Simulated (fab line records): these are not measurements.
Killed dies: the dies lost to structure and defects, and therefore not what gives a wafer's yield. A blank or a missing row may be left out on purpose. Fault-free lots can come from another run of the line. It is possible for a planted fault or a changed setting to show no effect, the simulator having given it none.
Code-filled problem report in 8D (eight disciplines) form    flow nandHarc    the parts of the form that need people (team, actions taken, sign-off) are left out

## 1. PROBLEM STATEMENT
Wafers with no fault read 0.6 with a standard deviation of 0.86, whereas killedAtOther at NHARC_END_SORT_01 reads a mean of 598.0 on 1 wafer of 1 lot. So: +99 or more standard deviations from the usual mean.
First observed at day 26 02:28: wafer L570.1, on prober-02. The record has a number at this step for 5 wafers belonging to 2 lots. Rule for "out", or "out of limits": more than 4 standard deviations from the usual mean. The rest of the wafers with a number are treated as sound.

## 2. WHAT IT IS; WHAT IT IS NOT
question                     is                                                                                                       is not
which readings at this step  killedAtOther, defectLimitedYield, killedDies, sort_bin_2_pct, sortNPass, sortRimYieldPct, sortYieldPct  killedAtArray, killedAtPeriphery, killedOpen, killedShort, sort_bin_3_pct, sort_bin_4_pct
which lots                   L570                                                                                                     L577
which wafers of those lots   L570.1                                                                                                   L570.2
read on which gauges         prober-02                                                                                                -
when                         from day 26 02:28                                                                                        up to then (0 sound wafers); but 4 sound wafers of L570, L577 came after

## 3. WHAT RULES OUT EACH SUSPECT
Counting: a tool at a process step up to the reading stays a suspect if it ran every lot that is out. Sound lots after the first of them don't rule it out here, since some wafers of a struck lot are sound.
- the gauge at NHARC_END_SORT_01: kept. All the wafers that are out were read on prober-02, and no step on other tools shows them out.
- rieDiel-03 at NHARC_A_BONDPAD_ETCH_24 (etches the open film in CF4/N2, target depth 30 nm, time 72.99 s): kept. It ran the lot that is out, L570 (day 25 08:43). Because NHARC_A_BONDPAD_ETCH_24 lacks a start for some lots, the hours and order of its lots are taken from NHARC_HYBRID_BOND_OVL_MEAS_05.
- ecdCu-01 at NHARC_THIN_TSV_ECD_20 (material Cu, target thk 2000 nm): kept. It ran the lot that is out, L570 (day 25 14:46).
- Within rieDiel-03 at NHARC_A_BONDPAD_ETCH_24: the wafers that are out ran in chamber 2; their sound lot-mates ran in chamber 0.
After the count, these remain: rieDiel-03 at NHARC_A_BONDPAD_ETCH_24, ecdCu-01 at NHARC_THIN_TSV_ECD_20 and prober-02 at NHARC_END_SORT_01.

## 4. THE CAUSE (what the simulator had put in)
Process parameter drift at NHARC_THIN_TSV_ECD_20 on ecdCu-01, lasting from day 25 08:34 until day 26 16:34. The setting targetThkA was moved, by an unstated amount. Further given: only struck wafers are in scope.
3 suspects survive the count, and this tool is in that group.

## 5. SEQUENCE OF EFFECTS, ordered by route
Each row: a reading whose mean over the struck wafers that have a number lies more than 3 standard deviations from the usual. Scope: only readings with a usual standard deviation given in the record; hours: median across lots of the time from each lot's start at the first step in this table that gives one to its start at this step; sigmas: change in usual standard deviations.
hours  step               reading             usual   on struck wafers  change  sigmas
0      NHARC_END_SORT_01  defectLimitedYield  91.4 %  0.0               -91.4   -38
0      NHARC_END_SORT_01  killedAtOther       0.6     598.0             +597.4  +99 or more
0      NHARC_END_SORT_01  killedDies          58      677               +619    +39
0      NHARC_END_SORT_01  sort_bin_2_pct      3.1 %   93.2              +90.1   +82
0      NHARC_END_SORT_01  sortNPass           619     0                 -619    -39
0      NHARC_END_SORT_01  sortRimYieldPct     89 %    0                 -89     -15
0      NHARC_END_SORT_01  sortYieldPct        91.4 %  0.0               -91.4   -38

## 6. HOW IT WOULD HAVE BEEN CAUGHT EARLIER
Counted from the fault's start at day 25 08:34, it took 18 hours until the first out-of-limits reading at a measuring or inspecting step in this record, taken at day 26 02:28.
By day 26 02:28 the whole set of lots that are out, 1 in number, had already begun NHARC_THIN_TSV_ECD_20 on ecdCu-01. Tool hold at that time: it would have spared none of them.
